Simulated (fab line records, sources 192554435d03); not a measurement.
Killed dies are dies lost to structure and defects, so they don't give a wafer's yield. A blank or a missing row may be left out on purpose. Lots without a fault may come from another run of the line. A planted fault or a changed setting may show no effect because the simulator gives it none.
fab line records | flow n5_finfet
record lots=5 wafers=15 last_day=15
route steps=1938 shown BEOL_M11@1554
lots that met no fault: from a run of the same line without faults
start_h: hours from the record's first day to the start of the lot's first wafer shown | wait_h: hours since the lot's step before | " the same as in the row above | L1.1+2: a row that stands for several wafers | - no value, or no start given | * or withheld: withheld | < > ~ a bound
route shown NAME@n: a module of which the file shows steps, and the number in the route of the first | usual: mean/standard deviation of fault-free wafers | same: alike in all rows | chamber/n: place in a boat | sites: the reading at each site | _std_site: their standard deviation | _edge_site: outer sites' mean less inner sites' | radius_mm: how far each site lies from the wafer's centre | mask NAME#n: copy n | behind: the tool/chamber that last shaped the wafer | hold: why the lot was held/for how many hours/how that ended | device: the transistor (n, p or np) that didn't switch | end of line: the same wafers' tests at the end of the route | a step without rows: its recipe alone | killed: dies lost to structure and defects at the first sort, not the wafer's yield | map: a wafer's dies, x killed, . not, _ none there
set.NAME: the setting as run; set.NAME@STEP: as run at that earlier step | model.NAME: the simulator's own value behind a step, which no gauge read
lots at some steps of the route; a table a step, a row a wafer
services: from which hour (start_h, from the record's first day; less than 0 if before it) a tool's chamber was out of use, for how many hours, and why
## steps
# step N5_BEOL_M11_ETCH_62
# recipe chemistry=N2/H2 target=SOC target_depth_a=1100 overetch_a=220 mask_material=SiARC temp_c=40 time_s=165 ion_energy_ev=200 pressure_mtorr=30 source_w=840 bias_w=150 n2_flow_sccm=200 h2_flow_sccm=200
# usual drypump_motor_current_A=5.8/0.5 oes_product_au=0.66/0.055 rf_fwd_power_W=837.4/2.5 rf_vpp_V=523.4/1.9 showerhead_plenum_p_Torr=2.53/0.052 throttle_valve_pct=17.78/0.26
# columns lot.wafer tool chamber start_h wait_h drypump_motor_current_A oes_product_au rf_fwd_power_W rf_hours_counter_h rf_vpp_V showerhead_plenum_p_Torr throttle_valve_pct
L074.1 rie_diel-05 0 219.26 0.0 5.9 0.60 839.8 233 523.3 2.50 17.93
L074.5 " 3 " " 6.4 0.68 841.0 - 521.0 2.48 18.17
L074.6 " 0 " " 5.9 0.61 838.3 - 523.4 2.50 17.95
L077.1 rie_diel-02 2 258.57 0.0 6.4 0.59 834.5 185 524.4 2.51 17.91
L077.2 " 1 " " 5.7 0.66 836.9 113 519.8 2.45 17.83
L077.5 " 0 " " 5.4 0.72 839.3 - 522.4 2.50 17.48
L079.1 rie_diel-05 2 258.64 0.0 5.9 0.68 838.7 125 525.2 2.53 17.47
L079.3 " 1 " " 5.7 0.61 837.3 187 526.9 2.61 17.60
L079.5 " 3 " " 6.4 0.68 837.0 - 521.6 2.47 18.19
L084.1 rie_diel-02 0 293.98 0.0 5.4 0.71 836.0 81 521.4 2.49 17.51
L084.2 " 3 " " 5.4 0.61 838.1 196 523.8 2.55 18.30
L084.6 " 0 " " 5.4 0.71 835.3 - 522.7 2.49 17.50
L092.1 rie_diel-02 2 323.87 0.0 6.4 0.58 838.0 204 521.8 2.50 17.91
L092.2 " 1 " " 5.7 0.64 839.1 132 521.4 2.44 17.84
L092.6 " 0 " " 5.4 0.70 834.1 - 520.7 2.49 17.52
# step N5_BEOL_M11_STRIP_68
# recipe chemistry=N2/H2 temp_c=40 n2_flow_sccm=200 h2_flow_sccm=200 rf_frequency_hz=6e+07
# columns lot.wafer tool chamber start_h wait_h
L074.1+5+6 rie_diel-05 0,3,0 219.40 0.1
L077.1+2+5 rie_diel-02 2,1,0 258.71 0.1
L079.1+3+5 rie_diel-05 2,1,3 258.78 0.1
L084.1+2+6 rie_diel-02 0,3,0 294.12 0.1
L092.1+2+6 rie_diel-02 2,1,0 324.01 0.1
# step N5_BEOL_M11_STRIP_67
# recipe chemistry=CF4 resist=SiARC power_w=300 bias_power_w=75 pressure_mtorr=50 cf4_flow_sccm=150 rf_frequency_hz=6e+07
# usual cf4_flow_sccm=150.1/0.48 drypump_motor_current_A=5.8/0.5 oes_product_au=0.78/0.065 rf_vpp_V=270.9/1.2 showerhead_plenum_p_Torr=1.79/0.044 throttle_valve_pct=13.53/0.22
# columns lot.wafer tool chamber start_h wait_h cf4_flow_sccm drypump_motor_current_A oes_product_au rf_hours_counter_h rf_vpp_V showerhead_plenum_p_Torr throttle_valve_pct
L074.1 rie_diel-05 0 219.41 0.0 150.2 5.9 0.71 233 270.4 1.78 13.75
L074.5 " 3 " " 150.9 6.4 0.81 - 268.5 1.76 13.74
L074.6 " 0 " " 149.3 5.9 0.71 - 271.0 1.78 13.75
L077.1 rie_diel-02 2 258.72 0.0 150.3 6.4 0.70 185 270.0 1.78 13.83
L077.2 " 1 " " 150.2 5.7 0.78 113 269.8 1.72 13.42
L077.5 " 0 " " 149.9 5.4 0.84 - 269.5 1.73 12.99
L079.1 rie_diel-05 2 258.79 0.0 149.4 5.9 0.79 125 273.5 1.81 13.49
L079.3 " 1 " " 150.3 5.7 0.72 187 272.0 1.85 13.53
L079.5 " 3 " " 149.8 6.4 0.79 - 267.6 1.75 13.77
L084.1 rie_diel-02 0 294.13 0.0 150.5 5.4 0.83 81 270.5 1.72 13.01
L084.2 " 3 " " 150.1 5.4 0.72 196 271.3 1.76 13.78
L084.6 " 0 " " 150.0 5.4 0.84 - 269.7 1.72 13.01
L092.1 rie_diel-02 2 324.02 0.0 149.7 6.5 0.69 204 272.2 1.78 13.86
L092.2 " 1 " " 151.0 5.7 0.76 132 269.2 1.72 13.46
L092.6 " 0 " " 150.0 5.4 0.83 - 269.7 1.72 13.04
# step N5_BEOL_M11_HM_OPEN_17
# recipe chemistry=Cl2/BCl3 target_depth_a=200 overetch_a=60 target=TiN mask_material=SOC ion_energy_ev=150 pressure_mtorr=10 icp_w=1000 bias_w=126 Cl2_flow_sccm=53.25 bcl3_flow_sccm=21.75 Ar_flow_sccm=25
# usual drypump_motor_current_A=5.6/0.3 oes_product_au=0.71/0.041 rf_fwd_power_W=995/3.2 throttle_valve_pct=22.26/0.17
# columns lot.wafer tool chamber start_h wait_h drypump_motor_current_A oes_product_au rf_fwd_power_W rf_hours_counter_h throttle_valve_pct
L074.1 rie_metal-03 0 219.45 0.0 5.2 0.81 997 2 22.12
L074.5 " 0 " " 5.2 0.81 997 - 22.13
L074.6 " 1 " " 5.5 0.74 995 - 22.53
L077.1 rie_metal-03 1 258.76 0.0 5.5 0.74 994 19 22.52
L077.2 " 0 " " 5.2 0.80 1003 5 22.11
L077.5 " 1 " " 5.6 0.75 998 - 22.51
L079.1 rie_metal-02 0 258.83 0.0 5.4 0.73 989 15 22.23
L079.3 " 1 " " 5.6 0.65 993 - 22.14
L079.5 " 1 " " 5.6 0.64 997 - 22.11
L084.1 rie_metal-03 0 294.17 0.0 5.2 0.75 997 10 22.14
L084.2 " 1 " " 5.5 0.73 996 23 22.54
L084.6 " 0 " " 5.2 0.75 994 - 22.15
L092.1 rie_metal-01 0 324.07 0.0 6.2 0.69 989 26 22.10
L092.2 " 1 " " 5.6 0.72 992 19 22.43
L092.6 " 1 " " 5.6 0.69 994 - 22.45
# step N5_BEOL_M11_STRIP_19
# recipe chemistry=O2 power_w=400 temp_c=40 pressure_mtorr=30 rf_frequency_hz=6e+07 bias_power_w=0 overash_fraction=0.2 o2_flow_sccm=225
# usual drypump_motor_current_A=5.7/0.54 oes_product_au=0.79/0.068 rf_vpp_V=3.7/0.59 showerhead_plenum_p_Torr=2.09/0.048 throttle_valve_pct=16.65/0.25
# columns lot.wafer tool chamber start_h wait_h drypump_motor_current_A oes_product_au rf_hours_counter_h rf_vpp_V showerhead_plenum_p_Torr throttle_valve_pct
L074.1 rie_diel-03 2 219.56 0.1 5.7 0.68 237 3.5 2.17 16.84
L074.5 " 1 " " 4.8 0.88 - 3.7 2.14 16.49
L074.6 " 2 " " 5.7 0.70 - 2.9 2.17 16.85
L077.1 rie_diel-05 0 258.90 0.1 5.8 0.70 247 4.1 2.04 16.63
L077.2 " 2 " " 5.9 0.78 125 4.0 2.12 16.55
L077.5 " 3 " " 6.4 0.80 - 4.5 2.05 16.94
L079.1 rie_diel-03 2 259.03 0.2 5.7 0.69 249 3.5 2.17 16.88
L079.3 " 1 " " 4.8 0.87 41 4.0 2.14 16.50
L079.5 " 2 " " 5.7 0.69 - 4.1 2.17 16.87
L084.1 rie_diel-02 3 294.28 0.1 5.4 0.74 196 3.2 2.08 16.95
L084.2 " 2 " " 6.4 0.70 195 3.1 2.11 17.06
L084.6 " 0 " " 5.4 0.84 - 4.0 2.06 16.34
L092.1 rie_diel-02 2 324.24 0.1 6.5 0.69 205 3.4 2.11 17.09
L092.2 " 1 " " 5.7 0.76 132 3.7 2.01 16.60
L092.6 " 2 " " 6.4 0.69 - 3.1 2.11 17.08
# step N5_BEOL_M11_CD_MEAS_18
# recipe pitch_nm=140 target_cd_nm=70
# usual cd_nm=70.1/0.84
# columns lot.wafer tool chamber start_h wait_h cd_nm
L074.1 cd_sem-02 - 219.63 0.0 69.4
L074.5 " - " " 69.9
L074.6 " - " " 69.6
L077.1 cd_sem-01 - 258.97 0.0 71.2
L077.2 " - " " 70.7
L077.5 " - " " 70.0
L079.1 cd_sem-02 - 259.10 0.0 70.6
L079.3 " - " " 69.5
L079.5 " - " " 68.6
L084.1 cd_sem-03 - 294.35 0.0 70.9
L084.2 " - " " 69.8
L084.6 " - " " 71.2
L092.1 cd_sem-02 - 324.31 0.0 70.0
L092.2 " - " " 70.3
L092.6 " - " " 68.9
# step N5_BEOL_M11_COAT_63
# recipe resist=SOC temp_c=250 time_s=60 spin_rpm=1500 resist_thk_nm=100
# columns lot.wafer tool chamber start_h wait_h
L074.1+5+6 litho_track-04 0 222.18 2.6
L077.1+2+5 litho_track-04 0 259.01 0.0
L079.1+3+5 litho_track-02 0 259.15 0.1
L084.1+2+6 litho_track-02 0 294.39 0.0
L092.1+2+6 litho_track-03 0 324.62 0.3
# step N5_BEOL_M11_COAT_64
# recipe resist=SiARC temp_c=220 time_s=60 spin_rpm=1500 resist_thk_nm=30
# columns lot.wafer tool chamber start_h wait_h
L074.1+5+6 litho_track-04 0 - -
L077.1+2+5 litho_track-04 0 - -
L079.1+3+5 litho_track-02 0 - -
L084.1+2+6 litho_track-02 0 - -
L092.1+2+6 litho_track-03 0 - -
# step N5_BEOL_M11_COAT_22
# recipe resist=CAR-ArF spin_rpm=1500 resist_thk_nm=90
# columns lot.wafer tool chamber start_h wait_h
L074.1+5+6 litho_track-04 0 - -
L077.1+2+5 litho_track-04 0 - -
L079.1+3+5 litho_track-02 0 - -
L084.1+2+6 litho_track-02 0 - -
L092.1+2+6 litho_track-03 0 - -
# step N5_BEOL_M11_EBR_24
# recipe solvent=PGMEA ebr_width_mm=1.5
# columns lot.wafer tool chamber start_h wait_h
L074.1+5+6 litho_track-04 0 - -
L077.1+2+5 litho_track-04 0 - -
L079.1+3+5 litho_track-02 0 - -
L084.1+2+6 litho_track-02 0 - -
L092.1+2+6 litho_track-03 0 - -
# step N5_BEOL_M11_SOFTBAKE_23
# recipe temp_c=110 time_s=60 resist=CAR-ArF
# columns lot.wafer tool chamber start_h wait_h
L074.1+5+6 litho_track-04 0 - -
L077.1+2+5 litho_track-04 0 - -
L079.1+3+5 litho_track-02 0 - -
L084.1+2+6 litho_track-02 0 - -
L092.1+2+6 litho_track-03 0 - -
# step N5_BEOL_M11_EXPOSE_25
# recipe mask_id=V10 na=1.35 source_shape=annular sigma_inner=0.5 sigma_outer=0.8 polarization=unpolarized dose_mj=85.5
# usual focus_offset_nm=0.0/0.52
# columns lot.wafer tool chamber start_h wait_h mask focus_offset_nm
L074.1 arfi_scanner-01 0 222.47 - V10#0 -0.7
L074.5 " 0 " " V10#0 -0.9
L074.6 " 0 " " V10#0 0.1
L077.1 arfi_scanner-01 0 259.26 - V10#0 0.3
L077.2 " 0 " " V10#0 1.0
L077.5 " 0 " " V10#0 0.8
L079.1 arfi_scanner-02 0 259.42 - V10#0 -0.7
L079.3 " 0 " " V10#0 0.5
L079.5 " 0 " " V10#0 0.5
L084.1 arfi_scanner-03 0 294.63 - V10#0 0.4
L084.2 " 0 " " V10#0 -0.2
L084.6 " 0 " " V10#0 -0.1
L092.1 arfi_scanner-03 0 324.86 - V10#0 0.6
L092.2 " 0 " " V10#0 0.3
L092.6 " 0 " " V10#0 0.1
# step N5_BEOL_M11_PEB_26
# recipe peb_temp_c=withheld peb_time_s=60 resist=CAR-ArF
# columns lot.wafer tool chamber start_h wait_h
L074.1+5+6 litho_track-02 0 222.53 0.1
L077.1+2+5 litho_track-02 0 259.32 0.1
L079.1+3+5 litho_track-04 0 259.49 0.1
L084.1+2+6 litho_track-04 0 294.69 0.1
L092.1+2+6 litho_track-04 0 324.92 0.1
# step N5_BEOL_M11_DEVELOP_27
# recipe develop_time_s=30 developer=TMAH resist=CAR-ArF rinse_liquid=diw dry=air_spin dev_temp_c=23
# usual developer_temp_C=22.98/0.11
# columns lot.wafer tool chamber start_h wait_h developer_temp_C
L074.1 litho_track-02 0 - - 22.80
L074.5 " 0 " " 22.88
L074.6 " 0 " " 22.98
L077.1 litho_track-02 0 - - 23.12
L077.2 " 0 " " 22.95
L077.5 " 0 " " 22.86
L079.1 litho_track-04 0 - - 23.12
L079.3 " 0 " " 23.19
L079.5 " 0 " " 22.96
L084.1 litho_track-04 0 - - 23.01
L084.2 " 0 " " 23.06
L084.6 " 0 " " 23.03
L092.1 litho_track-04 0 - - 22.93
L092.2 " 0 " " 22.96
L092.6 " 0 " " 23.01
# step N5_BEOL_M11_CD_MEAS_28
# recipe target_cd_nm=70 landing_energy_ev=500 detector=se_inlens polarity=opening
# usual cd_nm=70.2/1.2
# columns lot.wafer tool chamber start_h wait_h cd_nm
L074.1 cd_sem-03 0 222.60 - 71.7
L074.5 " 0 " " 73.1
L074.6 " 0 " " 71.7
L077.1 cd_sem-02 0 259.39 - 71.8
L077.2 " 0 " " 71.2
L077.5 " 0 " " 71.1
L079.1 cd_sem-03 0 259.56 - 69.7
L079.3 " 0 " " 69.6
L079.5 " 0 " " 69.2
L084.1 cd_sem-01 0 294.76 - 68.5
L084.2 " 0 " " 70.9
L084.6 " 0 " " 69.1
L092.1 cd_sem-03 0 324.99 - 71.5
L092.2 " 0 " " 70.3
L092.6 " 0 " " 69.7
# step N5_BEOL_M11_OVL_MEAS_29
# recipe points_per_wafer=44
# usual V10_OVL=0.4/0.71
# same points_per_wafer=44
# columns lot.wafer tool chamber start_h wait_h V10_OVL[nm]
L074.1 overlay-02 0 222.63 0.0 1.2
L074.5 " 0 " " -0.1
L074.6 " 0 " " 0.3
L077.1 overlay-02 0 259.42 0.0 0.2
L077.2 " 0 " " -1.1
L077.5 " 0 " " -0.5
L079.1 overlay-01 0 259.59 0.0 0.8
L079.3 " 0 " " 0.6
L079.5 " 0 " " 0.3
L084.1 overlay-01 0 294.79 0.0 1.4
L084.2 " 0 " " 1.7
L084.6 " 0 " " 1.6
L092.1 overlay-02 0 325.02 0.0 0.0
L092.2 " 0 " " 0.6
L092.6 " 0 " " 1.3
# step N5_BEOL_M11_INSPECT_30
# recipe mode=adi inspect_instrument=brightfield
# usual raw_defect_count=457/120
# columns lot.wafer tool chamber start_h wait_h raw_defect_count
L074.1 defect_inspect-02 - 222.65 0.0 482
L074.5 " - " " 554
L074.6 " - " " 510
L077.1 defect_inspect-02 - 259.44 0.0 239
L077.2 " - " " 262
L077.5 " - " " 293
L079.1 defect_inspect-02 - 259.61 0.0 403
L079.3 " - " " 536
L079.5 " - " " 511
L084.1 defect_inspect-01 - 294.82 0.0 525
L084.2 " - " " 434
L084.6 " - " " 415
L092.1 defect_inspect-02 - 325.04 0.0 501
L092.2 " - " " 463
L092.6 " - " " 439
# step N5_BEOL_M11_DESCUM_33
# recipe chemistry=O2 time_s=7.9 source_power_w=50 bias_power_w=20 pressure_mtorr=20 rf_frequency_hz=2.712e+07 temp_c=40 resist=CAR-ArF o2_flow_sccm=225
# usual drypump_motor_current_A=5.8/0.5 oes_product_au=0.78/0.069 rf_fwd_power_W=49.43/0.2 rf_vpp_V=243.0/1.2 showerhead_plenum_p_Torr=2.08/0.049 throttle_valve_pct=20.40/0.25
# columns lot.wafer tool chamber start_h wait_h drypump_motor_current_A oes_product_au rf_fwd_power_W rf_hours_counter_h rf_vpp_V showerhead_plenum_p_Torr throttle_valve_pct
L074.1 rie_diel-05 2 222.69 0.0 5.9 0.80 49.46 112 243.0 2.12 20.26
L074.5 " 3 " " 6.4 0.82 49.36 - 242.3 2.05 20.76
L074.6 " 0 " " 5.8 0.71 49.31 - 242.8 2.04 20.29
L077.1 rie_diel-03 2 259.49 0.1 5.7 0.69 49.39 249 244.1 2.16 20.59
L077.2 " 3 " " 6.6 0.80 49.31 112 241.7 2.11 20.33
L077.5 " 0 " " 5.3 0.81 49.27 - 242.2 2.04 20.52
L079.1 rie_diel-02 1 259.76 0.1 5.7 0.77 49.15 113 242.4 2.01 20.30
L079.3 " 2 " " 6.5 0.70 49.40 186 242.3 2.11 20.81
L079.5 " 1 " " 5.7 0.77 49.26 - 241.2 2.01 20.30
L084.1 rie_diel-03 0 294.86 0.0 5.3 0.79 49.38 115 242.9 2.03 20.53
L084.2 " 2 " " 5.7 0.96 49.54 3 243.7 2.16 20.17
L084.6 " 0 " " 5.3 0.79 49.43 - 241.5 2.03 20.53
L092.1 rie_diel-03 0 325.08 0.0 5.3 0.78 49.52 126 240.3 2.03 20.55
L092.2 " 1 " " 4.8 0.84 49.87 61 242.7 2.13 20.26
L092.6 " 0 " " 5.3 0.79 49.29 - 242.5 2.03 20.52
# step N5_BEOL_M11_ETCH_65
# recipe chemistry=CF4 target=SiARC target_depth_a=390 mask_material=CAR-ArF time_s=65 ion_energy_ev=80 pressure_mtorr=40 source_w=545 bias_w=36 Ar_flow_sccm=100 cf4_flow_sccm=100 ends=cleared
# usual cf4_flow_sccm=100.0/0.3 drypump_motor_current_A=5.8/0.5 etch_rf_on_time_s=64.4/1.5 oes_product_au=0.67/0.06 rf_fwd_power_W=539.0/2.2 rf_vpp_V=184.0/1 showerhead_plenum_p_Torr=2.13/0.048 throttle_valve_pct=15.55/0.21
# columns lot.wafer tool chamber start_h wait_h cf4_flow_sccm drypump_motor_current_A etch_rf_on_time_s oes_product_au rf_fwd_power_W rf_hours_counter_h rf_vpp_V showerhead_plenum_p_Torr throttle_valve_pct
L074.1 rie_diel-05 3 222.72 0.0 100.3 6.4 63.6 0.70 538.9 98 184.5 2.10 15.82
L074.5 " 0 " " 100.2 5.8 66.5 0.60 541.8 - 182.8 2.12 15.72
L074.6 " 1 " " 99.8 5.7 65.0 0.63 541.4 - 185.8 2.20 15.44
L077.1 rie_diel-03 2 259.53 0.0 100.4 5.7 65.7 0.59 540.8 250 185.1 2.20 15.78
L077.2 " 3 " " 100.1 6.7 62.5 0.68 535.9 112 185.0 2.15 15.45
L077.5 " 0 " " 100.2 5.3 63.0 0.70 538.4 - 185.6 2.07 15.51
L079.1 rie_diel-02 1 259.79 0.0 100.4 5.7 65.0 0.67 535.6 113 184.1 2.06 15.46
L079.3 " 2 " " 100.1 6.4 67.7 0.59 539.5 186 184.4 2.13 15.82
L079.5 " 1 " " 100.3 5.7 65.7 0.67 534.7 - 184.0 2.06 15.47
L084.1 rie_diel-03 0 294.89 0.0 99.6 5.3 64.1 0.69 539.6 115 184.7 2.07 15.53
L084.2 " 2 " " 99.6 5.7 64.5 0.82 543.1 3 183.8 2.20 15.28
L084.6 " 0 " " 99.5 5.3 63.7 0.69 541.6 - 182.9 2.07 15.52
L092.1 rie_diel-03 0 325.11 0.0 100.4 5.3 63.7 0.68 538.0 126 183.4 2.07 15.56
L092.2 " 1 " " 100.2 4.8 63.0 0.72 542.6 61 184.8 2.17 15.49
L092.6 " 0 " " 99.8 5.3 64.3 0.67 537.8 - 182.7 2.07 15.55
# step N5_BEOL_M11_ETCH_66
# recipe chemistry=N2/H2 target=SOC target_depth_a=1200 overetch_a=240 mask_material=SiARC temp_c=40 time_s=180 ion_energy_ev=200 pressure_mtorr=30 source_w=840 bias_w=150 n2_flow_sccm=200 h2_flow_sccm=200
# usual drypump_motor_current_A=5.8/0.5 oes_product_au=0.63/0.051 rf_fwd_power_W=837.0/2.5 rf_vpp_V=523.4/2 showerhead_plenum_p_Torr=2.52/0.056 throttle_valve_pct=17.77/0.25
# columns lot.wafer tool chamber start_h wait_h drypump_motor_current_A oes_product_au rf_fwd_power_W rf_hours_counter_h rf_vpp_V showerhead_plenum_p_Torr throttle_valve_pct
L074.1 rie_diel-05 0 222.77 0.0 5.8 0.58 837.0 234 522.0 2.50 17.93
L074.5 " 2 " " 5.9 0.65 838.4 - 522.4 2.54 17.45
L074.6 " 0 " " 5.8 0.58 836.8 - 523.7 2.50 17.96
L077.1 rie_diel-03 2 259.58 0.0 5.8 0.56 838.6 250 526.5 2.60 17.86
L077.2 " 3 " " 6.7 0.63 836.3 112 526.2 2.56 17.71
L077.5 " 0 " " 5.3 0.66 836.7 - 522.0 2.46 17.82
L079.1 rie_diel-02 1 259.84 0.0 5.7 0.64 840.3 113 520.5 2.45 17.83
L079.3 " 2 " " 6.4 0.57 837.9 186 524.2 2.51 17.88
L079.5 " 1 " " 5.7 0.63 838.8 - 520.7 2.45 17.83
L084.1 rie_diel-03 0 294.94 0.0 5.3 0.64 837.0 115 522.0 2.46 17.87
L084.2 " 2 " " 5.7 0.77 836.9 3 525.7 2.59 17.41
L084.6 " 0 " " 5.3 0.65 838.9 - 520.6 2.46 17.85
L092.1 rie_diel-03 0 325.16 0.0 5.3 0.64 836.4 126 521.2 2.45 17.87
L092.2 " 1 " " 4.8 0.66 838.1 61 525.5 2.59 17.69
L092.6 " 0 " " 5.3 0.63 839.4 - 520.1 2.45 17.87
# step N5_BEOL_M11_STRIP_69
# recipe chemistry=N2/H2 temp_c=40 n2_flow_sccm=200 h2_flow_sccm=200 rf_frequency_hz=6e+07
# columns lot.wafer tool chamber start_h wait_h
L074.1+5+6 rie_diel-05 0,2,0 222.88 0.1
L077.1+2+5 rie_diel-03 2,3,0 259.69 0.1
L079.1+3+5 rie_diel-02 1,2,1 259.96 0.1
L084.1+2+6 rie_diel-03 0,2,0 295.06 0.1
L092.1+2+6 rie_diel-03 0,1,0 325.28 0.1
# step N5_BEOL_M11_VIA_ETCH_34
# recipe chemistry=C4F6/O2 target=SiCOH_lowk target_depth_a=1845 mask_material=SOC taper_deg=4 time_s=69.2 ion_energy_ev=250 pressure_mtorr=30 source_w=345 bias_w=185 Ar_flow_sccm=300 C4F6_flow_sccm=10 O2_flow_sccm=10
# usual C4F6_flow_sccm=10.00/0.03 drypump_motor_current_A=5.8/0.5 oes_o_777_au=0.79/0.071 oes_product_au=0.78/0.071 rf_fwd_power_W=342.2/1.1 rf_vpp_V=668/15 showerhead_plenum_p_Torr=2.82/0.057 throttle_valve_pct=20.80/0.22
# columns lot.wafer tool chamber start_h wait_h C4F6_flow_sccm drypump_motor_current_A oes_o_777_au oes_product_au rf_fwd_power_W rf_hours_counter_h rf_vpp_V showerhead_plenum_p_Torr throttle_valve_pct
L074.1 rie_diel-05 0 222.89 0.0 9.98 5.9 0.69 0.70 341.3 234 678 2.81 20.91
L074.5 " 2 " " 9.95 5.9 0.83 0.81 341.6 - 645 2.85 20.64
L074.6 " 0 " " 10.01 5.8 0.68 0.70 341.7 - 681 2.81 20.92
L077.1 rie_diel-03 2 259.70 0.0 9.98 5.7 0.70 0.68 342.9 250 660 2.91 20.94
L077.2 " 3 " " 9.99 6.7 0.82 0.79 341.9 113 658 2.83 20.56
L077.5 " 0 " " 9.98 5.3 0.84 0.82 344.3 - 686 2.76 20.87
L079.1 rie_diel-02 1 259.97 0.0 9.96 5.7 0.80 0.78 341.4 114 667 2.75 20.84
L079.3 " 2 " " 10.04 6.4 0.72 0.69 341.4 186 667 2.83 21.05
L079.5 " 1 " " 9.96 5.7 0.80 0.77 341.2 - 668 2.75 20.82
L084.1 rie_diel-03 0 295.07 0.0 10.01 5.3 0.82 0.80 343.7 115 684 2.76 20.89
L084.2 " 2 " " 10.01 5.7 0.98 0.96 340.8 3 660 2.91 20.53
L084.6 " 0 " " 10.02 5.3 0.83 0.80 342.9 - 686 2.76 20.91
L092.1 rie_diel-03 0 325.29 0.0 10.01 5.3 0.82 0.79 342.3 126 685 2.75 20.92
L092.2 " 1 " " 10.01 4.8 0.82 0.85 341.8 61 686 2.88 20.73
L092.6 " 0 " " 9.97 5.3 0.81 0.78 342.8 - 686 2.75 20.92
# step N5_BEOL_M11_STRIP_73
# recipe chemistry=C4F6/O2 resist=SiARC rf_frequency_hz=6e+07
# columns lot.wafer tool chamber start_h wait_h
L074.1+5+6 rie_diel-05 0,2,0 222.95 0.0
L077.1+2+5 rie_diel-03 2,3,0 259.75 0.0
L079.1+3+5 rie_diel-02 1,2,1 260.02 0.0
L084.1+2+6 rie_diel-03 0,2,0 295.12 0.0
L092.1+2+6 rie_diel-03 0,1,0 325.34 0.0
# step N5_BEOL_M11_STRIP_36
# recipe chemistry=N2/H2 power_w=450 temp_c=40 pressure_mtorr=20 rf_frequency_hz=6e+07 overash_fraction=0.3 bias_power_w=7 h2_frac=0.5 n2_flow_sccm=200 h2_flow_sccm=200
# usual drypump_motor_current_A=5.8/0.5 oes_product_au=0.78/0.069 rf_vpp_V=59.2/2 showerhead_plenum_p_Torr=2.52/0.056 throttle_valve_pct=23.6/0.34
# columns lot.wafer tool chamber start_h wait_h drypump_motor_current_A oes_product_au rf_hours_counter_h rf_vpp_V showerhead_plenum_p_Torr throttle_valve_pct
L074.1 rie_diel-05 0 222.96 0.0 5.8 0.71 234 59.0 2.50 23.8
L074.5 " 2 " " 5.9 0.80 - 58.4 2.54 23.1
L074.6 " 0 " " 5.8 0.72 - 57.2 2.50 23.8
L077.1 rie_diel-03 2 259.76 0.0 5.8 0.69 250 59.1 2.59 23.5
L077.2 " 3 " " 6.7 0.78 113 58.3 2.55 23.6
L077.5 " 0 " " 5.3 0.83 - 60.3 2.46 23.8
L079.1 rie_diel-02 1 260.03 0.0 5.7 0.78 114 56.4 2.44 23.8
L079.3 " 2 " " 6.4 0.69 186 61.8 2.51 23.5
L079.5 " 1 " " 5.7 0.77 - 57.4 2.44 23.8
L084.1 rie_diel-03 0 295.13 0.0 5.3 0.80 115 62.7 2.45 23.8
L084.2 " 2 " " 5.7 0.98 3 58.2 2.59 23.2
L084.6 " 0 " " 5.3 0.80 - 62.0 2.45 23.8
L092.1 rie_diel-03 0 325.35 0.0 5.3 0.78 126 61.3 2.45 23.8
L092.2 " 1 " " 4.8 0.84 61 59.1 2.59 23.4
L092.6 " 0 " " 5.3 0.78 - 62.6 2.45 23.8
# step N5_BEOL_M11_TRENCH_ETCH_37
# recipe chemistry=C4F6/O2 target_depth_a=1488.3 target=SiCOH_lowk time_s=48 ion_energy_ev=250 pressure_mtorr=30 source_w=345 bias_w=185 Ar_flow_sccm=300 C4F6_flow_sccm=10 O2_flow_sccm=10
# usual C4F6_flow_sccm=10.003/0.03 drypump_motor_current_A=5.8/0.5 oes_o_777_au=0.79/0.071 oes_product_au=0.78/0.071 rf_fwd_power_W=341.6/1.3 rf_vpp_V=668/15 showerhead_plenum_p_Torr=2.82/0.057 throttle_valve_pct=20.83/0.22
# columns lot.wafer tool chamber start_h wait_h C4F6_flow_sccm drypump_motor_current_A oes_o_777_au oes_product_au rf_fwd_power_W rf_hours_counter_h rf_vpp_V showerhead_plenum_p_Torr throttle_valve_pct
L074.1 rie_diel-05 0 - - 10.022 5.8 0.68 0.70 343.2 234 678 2.81 20.95
L074.5 " 2 " " 9.974 5.9 0.83 0.81 341.1 - 646 2.85 20.66
L074.6 " 0 " " 10.009 5.8 0.69 0.70 340.9 - 681 2.81 20.95
L077.1 rie_diel-03 2 - - 10.008 5.8 0.71 0.69 340.3 250 662 2.91 20.95
L077.2 " 3 " " 10.048 6.7 0.81 0.79 341.4 113 656 2.83 20.57
L077.5 " 0 " " 10.009 5.3 0.84 0.82 341.8 - 685 2.76 20.90
L079.1 rie_diel-02 1 - - 10.050 5.7 0.80 0.78 340.6 114 669 2.75 20.84
L079.3 " 2 " " 10.032 6.5 0.72 0.69 340.4 186 668 2.83 21.09
L079.5 " 1 " " 9.987 5.7 0.80 0.79 339.5 - 669 2.75 20.86
L084.1 rie_diel-03 0 - - 10.038 5.3 0.82 0.80 340.7 115 685 2.76 20.94
L084.2 " 2 " " 9.981 5.8 0.97 0.96 341.8 3 660 2.91 20.56
L084.6 " 0 " " 10.051 5.4 0.83 0.80 340.2 - 684 2.76 20.94
L092.1 rie_diel-03 0 - - 9.988 5.3 0.81 0.79 345.1 126 684 2.75 20.94
L092.2 " 1 " " 10.023 4.8 0.83 0.85 342.6 61 686 2.88 20.77
L092.6 " 0 " " 10.001 5.3 0.82 0.79 343.3 - 686 2.75 20.94
## services
# columns tool chamber start_h hours kind
rie_metal-02 0 216.12 14.3 repair
arfi_scanner-02 - 223.25 1.2 repair
arfi_scanner-03 - 231.16 4.9 pm
arfi_scanner-01 - 231.29 1.0 repair
arfi_scanner-01 - 245.93 1.0 pm
rie_metal-02 1 247.14 1.0 repair
arfi_scanner-03 - 247.85 1.3 pm
rie_diel-02 - 249.58 2.8 pm
arfi_scanner-03 - 255.65 3.0 pm
arfi_scanner-02 - 256.64 1.3 pm
rie_metal-01 1 257.34 21.6 repair
rie_diel-03 2 261.75 - clean
rie_diel-03 2 261.75 - consumable_replace:focus_ring
rie_diel-03 2 261.75 24.2 scheduled_down
rie_diel-03 2 261.75 24.2 vent_cycle
arfi_scanner-01 - 266.90 0.8 pm
rie_metal-03 1 268.52 2.2 repair
rie_metal-01 0 268.57 3.3 repair
arfi_scanner-02 - 276.52 1.0 pm
rie_metal-02 0 277.96 4.4 repair
arfi_scanner-03 - 288.15 1.0 pm
arfi_scanner-01 - 297.43 1.3 pm
arfi_scanner-03 - 299.15 1.4 repair
arfi_scanner-03 - 321.38 1.3 pm
## key
fault none
